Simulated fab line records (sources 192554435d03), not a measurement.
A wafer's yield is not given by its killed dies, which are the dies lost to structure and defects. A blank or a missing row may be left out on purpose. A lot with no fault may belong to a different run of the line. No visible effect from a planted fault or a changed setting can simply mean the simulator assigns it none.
Chamber matching    flow n5_finfet    N5_BEOL_M9_ALD_74 on ald_metal-04: 3 sister chambers
The step deposits TaN, target thk 2 nm, pulse time 2 s, purge time 3 s. 14 wafers are shown with their chamber, then 6 later ones without.

WAFERS, EACH WITH ITS CHAMBER
wafer   chamber  heater_power_w (W)  mfc_carrier_sccm (sccm)  precursor_vessel_temp_c (C)
L086.1  0        375                 1496                     75.00
L086.4  2        365                 1504                     75.14
L086.5  3        429                 1510                     75.12
L089.1  2        372                 1498                     74.96
L089.2  3        426                 1504                     75.08
L089.4  0        376                 1499                     75.14
L088.1  2        359                 1501                     74.84
L088.2  0        376                 1497                     74.99
L088.6  2        361                 1504                     74.78
L090.1  3        413                 1500                     75.16
L090.2  0        372                 1496                     75.03
L090.3  2        365                 1504                     75.08
L091.1  2        356                 1499                     75.24
L091.4  0        386                 1502                     75.12

SIGNATURES, as means of the wafers listed above
reading                  chamber 0  chamber 2  chamber 3  scatter within a chamber
heater_power_w           377.00     363.00     422.67     6.14
mfc_carrier_sccm         1498.00    1501.67    1504.67    3.22
precursor_vessel_temp_c  75.0560    75.0067    75.1200    0.128
Rule: for a wafer and a chamber, the distance is found by dividing, reading by reading, the gap between the wafer's reading and the chamber's mean by the reading's scatter, squaring, summing and taking the root. If the next closest chamber is less than 2 further off than the closest, the wafer can't be placed; otherwise it belongs to the closest. The scatter: take each reading less its chamber's mean, square it, sum over the shown wafers, divide by the number of wafers less the number of chambers, and take the root.

WAFERS WITHOUT THEIR CHAMBER
wafer   heater_power_w (W)  mfc_carrier_sccm (sccm)  precursor_vessel_temp_c (C)
L091.6  369                 1504                     74.98
L094.1  379                 1500                     75.04
L094.4  381                 1496                     74.88
L094.6  362                 1505                     74.95
L093.3  409                 1511                     74.92
L093.4  354                 1494                     75.20

THE CHAMBER EACH PASSED THROUGH
wafer   from the rows above      in truth
L091.6  can't be placed: 2 or 0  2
L094.1  can't be placed: 0 or 2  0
L094.4  can't be placed: 0 or 2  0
L094.6  2                        2
L093.3  3                        3
L093.4  can't be placed: 2 or 0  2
Correct placement for 2 of the 6. Can't be placed from these rows: 4 (the true chamber is among the candidates in 4). Wrongly placed: 0.
